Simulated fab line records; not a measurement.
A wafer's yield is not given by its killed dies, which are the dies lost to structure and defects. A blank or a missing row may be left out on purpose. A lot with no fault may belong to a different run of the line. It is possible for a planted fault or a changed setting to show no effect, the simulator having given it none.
Lot-split experiment | flow n5_finfet | 21 wafers read from 7 lots, route of 1938 steps

## THE SPLIT ITSELF
At N5_WELL_APT_COAT_02 (resist thk 950 nm), the setting spin_rpm was moved away from the recipe's 1357 rpm on 5 of the 21 wafers read, by -4.7% to +9.4%. For the rest of the wafers, this setting stayed at what the recipe calls for.

Reading taken at the split's own step.

## THE READING
coat_of_WELL_APT_COAT_02.thk_nm (the simulator's own value, which no gauge read), in nm, at N5_WELL_APT_COAT_02 (resist thk 950 nm). The file gives no usual value for it. The 16 wafers here that ran the recipe average 952.9 nm, standard deviation 3 nm.

wafer  | tool, chamber at the split | spin_rpm as run, rpm | against the recipe | coat_of_WELL_APT_COAT_02.thk_nm, nm | against lot-mates on the recipe
L074.1 | litho_track-04, 0          | 1484                 | +9.4%              | 913.4                               | -44.9
L074.3 | litho_track-04, 0          | 1357                 | recipe             | 956.9                               | -
L074.4 | litho_track-04, 0          | 1357                 | recipe             | 959.7                               | -
L076.1 | litho_track-04, 0          | 1357                 | recipe             | 948.8                               | -
L076.3 | litho_track-04, 0          | 1357                 | recipe             | 953.1                               | -
L076.6 | litho_track-04, 0          | 1357                 | recipe             | 954                                 | -
L077.1 | litho_track-03, 0          | 1293                 | -4.7%              | 973.9                               | +22.6
L077.4 | litho_track-03, 0          | 1357                 | recipe             | 952.3                               | -
L077.5 | litho_track-03, 0          | 1357                 | recipe             | 950.2                               | -
L086.1 | litho_track-04, 0          | 1357                 | recipe             | 954                                 | -
L086.5 | litho_track-04, 0          | 1297                 | -4.4%              | 978.5                               | +23.0
L086.6 | litho_track-04, 0          | 1357                 | recipe             | 956.9                               | -
L088.1 | litho_track-04, 0          | 1357                 | recipe             | 953.3                               | -
L088.3 | litho_track-04, 0          | 1407                 | +3.7%              | 935.1                               | -18.2
L088.6 | litho_track-04, 0          | 1407                 | +3.7%              | 936                                 | -17.3
L094.1 | litho_track-03, 0          | 1357                 | recipe             | 953.8                               | -
L094.4 | litho_track-03, 0          | 1357                 | recipe             | 950.9                               | -
L094.5 | litho_track-03, 0          | 1357                 | recipe             | 951.6                               | -
L096.1 | litho_track-04, 0          | 1357                 | recipe             | 951.1                               | -
L096.3 | litho_track-04, 0          | 1357                 | recipe             | 948                                 | -
L096.6 | litho_track-04, 0          | 1357                 | recipe             | 952                                 | -

FIT RESULTS
A straight line over all 21 wafers: coat_of_WELL_APT_COAT_02.thk_nm changes by -4.55 nm for each +1% of spin_rpm; r = -0.97; the points scatter about the line by 3.1 nm.
The same after taking each lot's own level away (the mean of its wafers on the recipe; 21 wafers): -4.86 nm for each +1%; r = -0.99; scatter 1.5 nm.
The reading moves by 45 nm for the largest change in spin_rpm, on that fit.
From 950.37 to 958.30 nm: that is the span of the lots' own levels, equal to 2.7 times the standard deviation above.
The two slopes are in agreement: the lot-to-lot level therefore moves the slope only a little.
Check: with one of the wafers moved furthest among these (+9.4%) left out of the fit, the line predicts -46 nm for it against its lot-mates. It came out at -44.9 nm against them.

## FILE'S OWN FIT
coat_of_WELL_APT_COAT_02.thk_nm changes by -4.85 nm for each +1% of spin_rpm, r = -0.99.
